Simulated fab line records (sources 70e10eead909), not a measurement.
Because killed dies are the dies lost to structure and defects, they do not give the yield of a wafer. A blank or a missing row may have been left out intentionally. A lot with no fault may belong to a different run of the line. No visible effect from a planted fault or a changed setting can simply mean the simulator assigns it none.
Which of the tools did it? + flow nand-harc + Sampling: 14 lots, 42 wafers, 4 of 1302 route steps

## WHAT EACH GAUGE READ, for each wafer
The record lacks any reading of a measuring or inspecting step that a usual standard deviation could be used to judge.

## WHAT TOOL EACH LOT RAN ON (gives the tool, then ch and the chambers of the sampled wafers, and finally the start)
| lot  | NHARC_A_BONDPAD_CMP_19        | NHARC_HYBRID_BOND_ACTIVATE_00      | NHARC_THIN_TSV_CMP_21         | NHARC_THIN_TSV_ETCH_59            |
|------|-------------------------------|------------------------------------|-------------------------------|-----------------------------------|
| L593 | cmp-03 ch 0,1,2, day 22 23:40 | rie-diel-05 ch 0,1, day 23 00:13   | cmp-04 ch 0,1, day 23 18:08   | rie-metal-01 ch 0,1, day 23 19:54 |
| L594 | cmp-03 ch 0,3, day 23 15:11   | rie-diel-05 ch 0,3, day 23 15:46   | cmp-01 ch 0,1,2, day 24 14:34 | rie-metal-01 ch 0,1, day 24 16:25 |
| L595 | cmp-02 ch 0,1, day 23 23:42   | rie-diel-07 ch 0,1,3, day 24 00:19 | cmp-04 ch 0,1, day 24 15:56   | rie-metal-02 ch 0,1, day 24 17:43 |
| L596 | cmp-02 ch 0,2,3, day 24 15:10 | rie-diel-05 ch 0,1,3, day 24 15:47 | cmp-04 ch 1,2, day 25 08:51   | rie-metal-03 ch 0,1, day 25 10:46 |
| L597 | cmp-01 ch 0,1,3, day 24 16:20 | rie-diel-05 ch 2,3, day 24 16:52   | cmp-03 ch 0,1,3, day 25 09:49 | rie-metal-02 ch 0,1, day 25 11:44 |
| L599 | cmp-03 ch 1,2,3, day 25 06:42 | rie-diel-05 ch 2,3, day 25 07:18   | cmp-03 ch 0,2,3, day 25 23:50 | rie-metal-01 ch 0,1, day 26 01:47 |
| L598 | cmp-03 ch 0,3, day 25 18:44   | rie-diel-05 ch 1,3, day 25 19:18   | cmp-04 ch 0,1,3, day 26 19:01 | rie-metal-01 ch 0,1, day 26 20:52 |
| L600 | cmp-02 ch 0,1,2, day 26 17:14 | rie-diel-05 ch 0,1,3, day 26 17:50 | cmp-01 ch 1,3, day 27 12:41   | rie-metal-01 ch 0,1, day 27 14:32 |
| L608 | cmp-02 ch 1,3, day 29 03:19   | rie-diel-05 ch 0,1, day 29 03:54   | cmp-04 ch 0,2,3, day 29 20:20 | rie-metal-02 ch 0,1, day 29 22:16 |
| L609 | cmp-01 ch 0,1,3, day 29 12:04 | rie-diel-05 ch 0,2,3, day 29 12:39 | cmp-01 ch 0,2,3, day 30 04:58 | rie-metal-02 ch 0,1, day 30 06:50 |
| L612 | cmp-03 ch 0,1,2, day 31 00:14 | rie-diel-05 ch 0,1,3, day 31 00:46 | cmp-04 ch 0,2, day 31 19:14   | rie-metal-01 ch 0,1, day 31 21:09 |
| L613 | cmp-03 ch 0,1,3, day 31 10:03 | rie-diel-05 ch 0,1, day 31 10:38   | cmp-04 ch 1,2,3, day 32 06:52 | rie-metal-03 ch 0,1, day 32 08:48 |
| L615 | cmp-02 ch 0,1,2, day 32 14:59 | rie-diel-05 ch 0,2, day 32 15:36   | cmp-01 ch 0,2,3, day 33 10:25 | rie-metal-01 ch 0,1, day 33 12:20 |
| L616 | cmp-03 ch 0,1, day 33 02:10   | rie-diel-05 ch 0,1,3, day 33 02:44 | cmp-04 ch 1,2, day 33 21:56   | rie-metal-01 ch 0,1, day 33 23:47 |
- NHARC_A_BONDPAD_CMP_19: polishes, t overpolish 30 s, cu recess touch 16 s, target thk 169.82 nm.
- NHARC_HYBRID_BOND_ACTIVATE_00: chemistry N2, time 60 s.
- NHARC_THIN_TSV_CMP_21: polishes, t overpolish 30 s, target thk 2000 nm.
- NHARC_THIN_TSV_ETCH_59: etches the open film in Cl2/BCl3, target depth 880 nm, time 138.1 s.

## WHAT THE TOOLS THEMSELVES READ (means of the sampled wafers that have a number; where no wafer has one, the mark that the record gives instead)
NHARC_A_BONDPAD_CMP_19.
| lot  | tool   | motor-current-A (A) | overpolish-run-s (s) | slurry-flow-ml-min |
|------|--------|---------------------|----------------------|--------------------|
| L593 | cmp-03 | 11.1                | 29.997               | 149.9              |
| L594 | cmp-03 | 11.4                | 29.993               | 150.0              |
| L595 | cmp-02 | 13.9                | 30.007               | 149.3              |
| L596 | cmp-02 | 13.0                | 29.997               | 150.6              |
| L597 | cmp-01 | 12.3                | 29.994               | 150.2              |
| L599 | cmp-03 | 11.0                | 29.998               | 150.0              |
| L598 | cmp-03 | 11.3                | 29.996               | 149.8              |
| L600 | cmp-02 | 13.1                | 29.994               | 150.2              |
| L608 | cmp-02 | 13.0                | 29.994               | 149.9              |
| L609 | cmp-01 | 11.8                | 30.002               | 150.0              |
| L612 | cmp-03 | 11.0                | 29.993               | 150.3              |
| L613 | cmp-03 | 11.3                | 30.002               | 149.9              |
| L615 | cmp-02 | 13.0                | 29.993               | 150.1              |
| L616 | cmp-03 | 11.2                | 30.003               | 150.3              |

NHARC_HYBRID_BOND_ACTIVATE_00.
| lot  | tool        | drypump-motor-current-A (A) | oes-product-au (a.u.) | rf-vpp-V (V) | showerhead-plenum-p-Torr (Torr) |
|------|-------------|-----------------------------|-----------------------|--------------|---------------------------------|
| L593 | rie-diel-05 | 5.53                        | 1.012                 | 64.3         | 1.73                            |
| L594 | rie-diel-05 | 5.55                        | 1.000                 | 63.7         | 1.81                            |
| L595 | rie-diel-07 | 5.73                        | 1.003                 | 64.0         | 1.79                            |
| L596 | rie-diel-05 | 5.52                        | 1.007                 | 63.4         | 1.77                            |
| L597 | rie-diel-05 | 5.78                        | 1.005                 | 64.0         | 1.76                            |
| L599 | rie-diel-05 | 5.96                        | 1.001                 | 63.5         | 1.72                            |
| L598 | rie-diel-05 | 5.56                        | 1.010                 | 63.9         | 1.76                            |
| L600 | rie-diel-05 | 5.52                        | 0.993                 | 64.2         | 1.77                            |
| L608 | rie-diel-05 | 5.54                        | 1.006                 | 64.0         | 1.72                            |
| L609 | rie-diel-05 | 5.73                        | 0.992                 | 64.4         | 1.77                            |
| L612 | rie-diel-05 | 5.56                        | 0.986                 | 64.3         | 1.76                            |
| L613 | rie-diel-05 | 5.52                        | 0.998                 | 64.2         | 1.72                            |
| L615 | rie-diel-05 | 5.73                        | 0.994                 | 63.9         | 1.78                            |
| L616 | rie-diel-05 | 5.56                        | 0.990                 | 64.6         | 1.76                            |

NHARC_THIN_TSV_CMP_21.
| lot  | tool   | motor-current-A (A) | overpolish-run-s (s) | slurry-flow-ml-min |
|------|--------|---------------------|----------------------|--------------------|
| L593 | cmp-04 | 14.3                | 30.001               | 150.7              |
| L594 | cmp-01 | 11.5                | 29.991               | 150.4              |
| L595 | cmp-04 | 14.1                | 29.997               | 150.1              |
| L596 | cmp-04 | 12.0                | 29.994               | 149.7              |
| L597 | cmp-03 | 11.3                | 30.000               | 150.2              |
| L599 | cmp-03 | 10.6                | 30.002               | 150.0              |
| L598 | cmp-04 | 13.6                | 30.000               | 149.6              |
| L600 | cmp-01 | 12.4                | 29.994               | 149.8              |
| L608 | cmp-04 | 12.4                | 29.996               | 150.5              |
| L609 | cmp-01 | 11.9                | 30.000               | 150.0              |
| L612 | cmp-04 | 12.3                | 30.002               | 150.1              |
| L613 | cmp-04 | 12.0                | 29.988               | 150.2              |
| L615 | cmp-01 | 11.8                | 30.002               | 150.3              |
| L616 | cmp-04 | 12.7                | 30.000               | 149.5              |

NHARC_THIN_TSV_ETCH_59.
| lot  | tool         | bias-w (W) | chamber-pressure-mTorr (mTorr) | drypump-motor-current-A (A) | oes-product-au (a.u.) | run-length-s (s) | throttle-valve-pct (%) |
|------|--------------|------------|--------------------------------|-----------------------------|-----------------------|------------------|------------------------|
| L593 | rie-metal-01 | 99.9       | 9.997                          | 6.2                         | 1.031                 | 159.5            | 22.265                 |
| L594 | rie-metal-01 | 100.1      | 9.995                          | 6.2                         | 1.022                 | 159.5            | 22.254                 |
| L595 | rie-metal-02 | 99.9       | 9.994                          | 5.7                         | 0.987                 | 159.7            | 22.259                 |
| L596 | rie-metal-03 | 99.7       | 9.997                          | 6.0                         | 0.998                 | 159.4            | 22.259                 |
| L597 | rie-metal-02 | 100.0      | 10.000                         | 5.7                         | 0.983                 | 159.9            | 22.257                 |
| L599 | rie-metal-01 | 100.2      | 10.003                         | 5.9                         | 1.012                 | 159.1            | 22.260                 |
| L598 | rie-metal-01 | 100.5      | 9.997                          | 5.9                         | 1.024                 | 159.2            | 22.265                 |
| L600 | rie-metal-01 | 100.1      | 10.000                         | 6.1                         | 1.017                 | 159.5            | 22.258                 |
| L608 | rie-metal-02 | 99.5       | 9.999                          | 5.7                         | 0.989                 | 149.0            | 22.258                 |
| L609 | rie-metal-02 | 100.5      | 10.007                         | 5.6                         | 1.000                 | 154.3            | 22.262                 |
| L612 | rie-metal-01 | 100.2      | 10.006                         | 6.2                         | 1.021                 | 159.3            | 22.274                 |
| L613 | rie-metal-03 | 99.9       | 10.003                         | 6.1                         | 0.994                 | 159.3            | 22.268                 |
| L615 | rie-metal-01 | 99.9       | 9.997                          | 6.0                         | 1.004                 | 159.1            | 22.270                 |
| L616 | rie-metal-01 | 100.2      | 9.995                          | 6.2                         | 0.997                 | 159.4            | 22.262                 |

## THE ANSWER, worked out from the rows above alone
Rule: the usual values come from the lots themselves. Put in order of their means at a reading, lots are off if they are a third of the lots or fewer, leave a main group of 4 or more, and stand apart from it by a gap of 3 or more times the standard deviation of the main group's means; of several such gaps the widest counts. If all means in a main group match to the digits the tables above print for the reading, that group is not used. Also off: a lot with no number at a reading for which 4 or more lots have one. All remaining lots with rows at the step are treated as sound. The gauges are gone through in route order, then the tools' own readings, and for those a lot's mean is taken as printed above. The first step at which some lot is off is used, and at that step the reading that is off furthest; a lot without a number counts as furthest.
Off, at NHARC_THIN_TSV_ETCH_59 on run-length-s: L608, L609. Mean 159.4 s and standard deviation 0.23 in the main group.
A tool fits if, at that step or a process step before it, it ran every lot that is off, and no sound lot after the first of them. One candidate fits, namely rie-metal-02 at NHARC_THIN_TSV_ETCH_59. Its last sound lot is L597 (day 25 11:44), its first lot that is off L608 (day 29 22:16): a fault that began between those two fits.
On the lots that are off, the tool's own readings at NHARC_THIN_TSV_ETCH_59 differ by more than 5 times the standard deviation of the sound lots' means, which bears it out; run-length-s reads 151.7 s there versus 159.4 s on the sound lots.

## WHAT THE SIMULATOR PUT IN
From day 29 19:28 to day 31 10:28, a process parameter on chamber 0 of rie-metal-02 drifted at NHARC_THIN_TSV_ETCH_59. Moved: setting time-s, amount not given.
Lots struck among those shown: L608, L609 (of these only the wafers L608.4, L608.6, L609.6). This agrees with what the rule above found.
